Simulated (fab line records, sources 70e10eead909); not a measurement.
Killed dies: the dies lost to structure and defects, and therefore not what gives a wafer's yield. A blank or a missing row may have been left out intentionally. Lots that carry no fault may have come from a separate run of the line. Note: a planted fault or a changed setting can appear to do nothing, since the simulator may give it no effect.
One fault through the eyes of 2 desks	flow nand harc	each desk holds nothing but its own numbers, with what lay behind them at the end

## METROLOGY DESK
What the gauges read, lot by lot, whatever tool the lot ran on: means of the sampled wafers that have a number. If a lot's mean is further than 4 standard deviations from the usual mean, the lot is out of limits and carries the mark OUT (the distance appears in the brackets).
Columns: A = overlay x nm at NHARC_A_M0_OVL_MEAS_10, usual 0.3 nm; B = overlay y nm at NHARC_A_M0_OVL_MEAS_10, usual 0.1 nm
lot	first seen here	A	B
L222	day 23 14:38	0.3	-0.1
L227	day 25 08:40	0.4	-0.1
L228	day 25 17:06	1.4	-0.0
L231	day 26 12:22	0.1	1.6
L230	day 26 15:34	-0.7	-0.2
L232	day 27 07:37	1.8	0.7
L233	day 27 08:54	0.8	-0.4
L242	day 30 13:32	0.3	-0.4
L239	day 30 15:34	0.2	-0.8
L241	day 31 06:08	0.3	-0.1
L243	day 32 17:52	0.6	0.8
L244	day 32 20:55	-0.8	-0.3
This desk's finding: nothing out of limits on any of the 12 lots.

## FOR THE TOOL OWNER'S DESK: wet bench-04
The tool's own readings at NHARC_A_M0_STRIP_19 (strips in post etch residue remover, time 600 s): means of the sampled wafers that have a number, for each lot that ran on this tool. If a lot's mean is further than 4 standard deviations from the usual mean, the lot is out of limits and carries the mark OUT (the distance appears in the brackets).
Columns: A = bath heat duty pct at NHARC_A_M0_STRIP_19, usual 12.9 %; B = run length s at NHARC_A_M0_STRIP_19, usual 603.3 s
lot	first seen here	A	B
L228	day 25 17:52	14.2	603.2
L231	day 26 13:08	13.0	603.3
L239	day 30 16:19	12.0	604.2
This desk's finding: nothing out of limits on any of the 3 lots.

## BROUGHT TOGETHER
The metrology desk saw nothing out of limits.
The tool owner's desk saw nothing out of limits.

## WHAT THE SIMULATOR HAD INSERTED
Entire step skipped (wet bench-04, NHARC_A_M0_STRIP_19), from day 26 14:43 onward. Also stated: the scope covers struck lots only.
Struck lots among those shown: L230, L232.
